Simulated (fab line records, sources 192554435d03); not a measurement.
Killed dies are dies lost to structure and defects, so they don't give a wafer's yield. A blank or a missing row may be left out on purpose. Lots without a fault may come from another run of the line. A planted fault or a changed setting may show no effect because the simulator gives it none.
Which tool did it? | flow n5_finfet | 12 lots, 36 wafers sampled, at 1 step of a route of 1938

WHAT THE GAUGES READ, wafer by wafer
N5_DUMMY_GATE_INSPECT_17: inspects for defects (brightfield).
lot  | measured    | on                | raw_defect_count
L075 | day 3 07:08 | defect_inspect-01 | 263 242 253
L077 | day 3 16:25 | defect_inspect-02 | 180 238 185
L079 | day 4 04:07 | defect_inspect-01 | 212 243 236
L081 | day 4 17:53 | defect_inspect-02 | 120 138 171
L083 | day 5 05:26 | defect_inspect-01 | 165 143 109
L085 | day 6 00:05 | defect_inspect-02 | 211 273 280
L087 | day 6 05:32 | defect_inspect-02 | 225 247 189
L089 | day 6 17:41 | defect_inspect-02 | 143 175 189
L091 | day 7 07:04 | defect_inspect-01 | 120 144 178
L093 | day 7 18:57 | defect_inspect-01 | 180 234 162
L095 | day 8 05:13 | defect_inspect-01 | 209 184 153
L097 | day 8 15:50 | defect_inspect-01 | 203 128 122

WHICH TOOL RAN EACH LOT (tool, then ch and the chambers of the sampled wafers, then the start)
The record holds no process step before these readings.

THE ANSWER, worked out from the rows above alone
Rule: what is usual is taken from the lots themselves. Put in order of their means at a reading, lots are off if they are a third of the lots or fewer, leave a main group of 4 or more, and stand apart from it by a gap of 3 or more times the standard deviation of the main group's means; of several such gaps the widest counts. A main group whose means are all the same, to the digits that the tables above print for the reading, isn't used. A lot without any number at a reading at which 4 lots or more have one is off too. The other lots that the step has rows for count as sound.
No lot is off at any reading shown: from this, nothing can be told.

WHAT THE SIMULATOR HAD PUT IN
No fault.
